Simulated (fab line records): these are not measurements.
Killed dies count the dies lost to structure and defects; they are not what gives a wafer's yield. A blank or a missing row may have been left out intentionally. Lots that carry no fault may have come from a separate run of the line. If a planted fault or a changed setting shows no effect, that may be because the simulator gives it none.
Matching of chambers + flow n5-finfet + N5_BEOL_M12_ILD_DEP_00 on pecvd-02: 3 sister chambers
The step deposits SiOC from DEMS/O2, target thk 658.92 nm, time 130.7 s. 18 wafers are shown with their chamber, then 9 later ones without.

## WAFERS, EACH WITH ITS CHAMBER
| wafer  | chamber | showerhead-vpp-V (V) | showerhead-plenum-p-Torr (Torr) | heater-power-w (W) |
|--------|---------|----------------------|---------------------------------|--------------------|
| L075.1 | 1       | 1327                 | 5.717                           | 441                |
| L075.5 | 1       | 1308                 | 5.704                           | 370                |
| L075.6 | 2       | 1374                 | 5.690                           | 469                |
| L074.1 | 2       | 1332                 | 5.678                           | 478                |
| L074.2 | 0       | 1399                 | 5.690                           | 508                |
| L074.5 | 1       | 1314                 | 5.707                           | 384                |
| L079.1 | 1       | 1307                 | 5.718                           | 447                |
| L079.4 | 1       | 1315                 | 5.717                           | 352                |
| L079.5 | 0       | 1410                 | 5.680                           | 493                |
| L088.4 | 0       | 1413                 | 5.682                           | 511                |
| L088.5 | 1       | 1339                 | 5.708                           | 356                |
| L088.6 | 2       | 1364                 | 5.675                           | 539                |
| L093.1 | 1       | 1307                 | 5.728                           | 418                |
| L093.4 | 1       | 1316                 | 5.691                           | 442                |
| L093.5 | 2       | 1371                 | 5.659                           | 596                |
| L092.2 | 2       | 1357                 | 5.675                           | 577                |
| L092.4 | 2       | 1380                 | 5.677                           | 587                |
| L092.6 | 2       | 1360                 | 5.681                           | 460                |

SIGNATURES, as means of the wafers listed above
| reading                  | chamber 0 | chamber 1 | chamber 2 | scatter within a chamber |
|--------------------------|-----------|-----------|-----------|--------------------------|
| showerhead-vpp-V         | 1407.33   | 1316.62   | 1362.57   | 12.8                     |
| showerhead-plenum-p-Torr | 5.68400   | 5.71125   | 5.67643   | 0.00985                  |
| heater-power-w           | 504.00    | 401.25    | 529.43    | 46.7                     |
Rule: for a wafer and a chamber, the distance is found by dividing, reading by reading, the gap between the wafer's reading and the chamber's mean by the reading's scatter, squaring, summing and taking the root. If the next closest chamber is less than 2 further off than the closest, the wafer can't be placed; otherwise it belongs to the closest. The scatter is the square root of a quotient: the sum, over the shown wafers, of each reading's squared deviation from its chamber's mean, divided by wafers minus chambers.

## WAFERS WITH NO CHAMBER GIVEN
| wafer  | showerhead-vpp-V (V) | showerhead-plenum-p-Torr (Torr) | heater-power-w (W) |
|--------|----------------------|---------------------------------|--------------------|
| L094.1 | 1394                 | 5.684                           | 496                |
| L094.2 | 1383                 | 5.671                           | 537                |
| L094.4 | 1347                 | 5.672                           | 550                |
| L095.3 | 1412                 | 5.670                           | 418                |
| L095.4 | 1359                 | 5.683                           | 476                |
| L095.6 | 1414                 | 5.680                           | 454                |
| L097.1 | 1323                 | 5.698                           | 407                |
| L097.2 | 1369                 | 5.661                           | 572                |
| L097.6 | 1391                 | 5.677                           | 405                |

## THE CHAMBER EACH PASSED THROUGH
| wafer  | from the rows above     | in truth |
|--------|-------------------------|----------|
| L094.1 | can't be placed: 0 or 2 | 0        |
| L094.2 | can't be placed: 2 or 0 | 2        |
| L094.4 | 2                       | 2        |
| L095.3 | 0                       | 0        |
| L095.4 | 2                       | 2        |
| L095.6 | 0                       | 0        |
| L097.1 | 1                       | 1        |
| L097.2 | 2                       | 2        |
| L097.6 | can't be placed: 0 or 2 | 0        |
Placed correctly: 6 of 9. From these rows, 3 cannot be placed; in 3 the true chamber is one of the candidates. Wrongly placed: 0.
